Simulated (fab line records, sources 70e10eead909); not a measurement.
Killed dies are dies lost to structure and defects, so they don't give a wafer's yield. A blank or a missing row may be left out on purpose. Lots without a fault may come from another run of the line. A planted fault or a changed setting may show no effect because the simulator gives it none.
Chamber matching | flow nand_harc | NHARC_A_STAIRCASE_ALD_420 on ald_hk-03: 4 sister chambers
The step deposits SiO2, target thk 20 nm, pulse time 6 s, ald cycles 200. 14 wafers are shown with their chamber, then 7 later ones without.

WAFERS WITH THEIR CHAMBER
wafer  | chamber | heater_power_w (W) | precursor_pulse_height_rel
L077.3 | 3       | 445                | 1.038
L077.4 | 1       | 449                | 0.973
L077.5 | 3       | 455                | 0.999
L079.1 | 2       | 503                | 1.006
L079.2 | 0       | 443                | 0.984
L079.4 | 3       | 463                | 0.995
L084.1 | 0       | 441                | 1.015
L084.3 | 3       | 458                | 1.013
L084.6 | 3       | 461                | 0.968
L086.4 | 2       | 511                | 1.015
L086.5 | 1       | 441                | 0.998
L086.6 | 0       | 445                | 1.003
L089.2 | 3       | 448                | 0.998
L089.4 | 1       | 436                | 1.029

SIGNATURES (means of the wafers above)
reading                    | chamber 0 | chamber 1 | chamber 2 | chamber 3 | scatter within a chamber
heater_power_w             | 443.00    | 442.00    | 507.00    | 455.00    | 6.2
precursor_pulse_height_rel | 1.00067   | 1.00000   | 1.01050   | 1.00183   | 0.0218
Rule: a wafer's distance from a chamber is the root of the sum, over the readings, of the square of ((its reading less the chamber's mean) divided by the reading's scatter). The wafer belongs to the nearest chamber; if the next one is less than 2 further off, it can't be placed. The scatter: the root of (the sum of the squares of (reading less its chamber's mean) over the shown wafers, divided by (wafers less chambers)).

WAFERS WITHOUT THEIR CHAMBER
wafer  | heater_power_w (W) | precursor_pulse_height_rel
L089.5 | 456                | 1.010
L090.1 | 436                | 0.985
L090.4 | 458                | 1.023
L090.5 | 516                | 1.019
L093.3 | 540                | 0.981
L093.4 | 446                | 1.015
L093.5 | 464                | 1.010

WHICH CHAMBER EACH WENT THROUGH
wafer  | from the rows above          | in truth
L089.5 | can't be placed: 3 or 0 or 1 | 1
L090.1 | can't be placed: 1 or 0 or 3 | 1
L090.4 | can't be placed: 3 or 0 or 1 | 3
L090.5 | 2                            | 2
L093.3 | 2                            | 2
L093.4 | can't be placed: 0 or 1 or 3 | 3
L093.5 | can't be placed: 3 or 0      | 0
Placed correctly: 2 of 7. Can't be placed from these rows: 5 (the true chamber is among the candidates in 5). Placed wrongly: 0.
